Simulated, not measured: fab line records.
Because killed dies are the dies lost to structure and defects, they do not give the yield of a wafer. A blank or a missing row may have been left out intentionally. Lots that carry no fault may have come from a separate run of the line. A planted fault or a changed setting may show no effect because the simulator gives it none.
2 desks, one fault :: flow n5 finfet :: what lay behind the numbers comes last; until then each desk has only its own

## DESK OF THE TOOL OWNER: rie metal-01
The tool's own readings at N5_BEOL_M6_HM_OPEN_17 (chemistry Cl2/BCl3, target TiN, target depth 20 nm, overetch 6 nm): means of the sampled wafers that have a number, for each lot that ran on this tool. Any lot whose mean is over 4 standard deviations away from the usual mean is out of limits and marked OUT; that distance is given in the brackets.
Columns: A = drypump motor current A at N5_BEOL_M6_HM_OPEN_17, usual 5.4 A; B = oes product au at N5_BEOL_M6_HM_OPEN_17, usual 0.72 a.u.; C = throttle valve pct at N5_BEOL_M6_HM_OPEN_17, usual 22.1 %
lot: L414
first seen here: day 9 07:02
A: 5.1
B: 0.65
C: 21.6

lot: L420
first seen here: day 10 18:07
A: 5.1
B: 0.76
C: 22.0

lot: L419
first seen here: day 10 19:40
A: 5.1
B: 0.75
C: 22.1

lot: L423
first seen here: day 11 18:43
A: 5.1
B: 0.73
C: 22.1

lot: L424
first seen here: day 11 22:37
A: 5.1
B: 0.68
C: 21.9

lot: L428
first seen here: day 13 03:31
A: 5.1
B: 0.68
C: 21.9
This desk's verdict: no lot among the 6 shows anything out of limits.

## THE METROLOGY DESK
What the gauges read for every lot (on any tool): the sampled wafers with a number, averaged. Any lot whose mean is over 4 standard deviations away from the usual mean is out of limits and marked OUT; that distance is given in the brackets.
Columns: A = PAD_OVL at N5_PASSIVATION_OVL_MEAS_63, usual 2 nm
lot: L412
first seen here: day 12 07:19
A: 2

lot: L414
first seen here: day 13 02:18
A: 7

lot: L416
first seen here: day 13 09:58
A: 1

lot: L418
first seen here: day 13 20:20
A: 3

lot: L417
first seen here: day 14 01:07
A: -4

lot: L420
first seen here: day 14 02:00
A: 3

lot: L419
first seen here: day 14 12:59
A: 4

lot: L421
first seen here: day 14 20:34
A: 1

lot: L422
first seen here: day 15 05:01
A: -5

lot: L424
first seen here: day 15 09:54
A: -1

lot: L423
first seen here: day 15 10:37
A: -11

lot: L428
first seen here: day 16 18:01
A: 9
This desk's verdict: no lot among the 12 shows anything out of limits.

## BROUGHT TOGETHER
The desk of the tool owner found nothing out of limits.
From the metrology desk's view, nothing was out of limits.

## WHAT THE SIMULATOR PUT IN
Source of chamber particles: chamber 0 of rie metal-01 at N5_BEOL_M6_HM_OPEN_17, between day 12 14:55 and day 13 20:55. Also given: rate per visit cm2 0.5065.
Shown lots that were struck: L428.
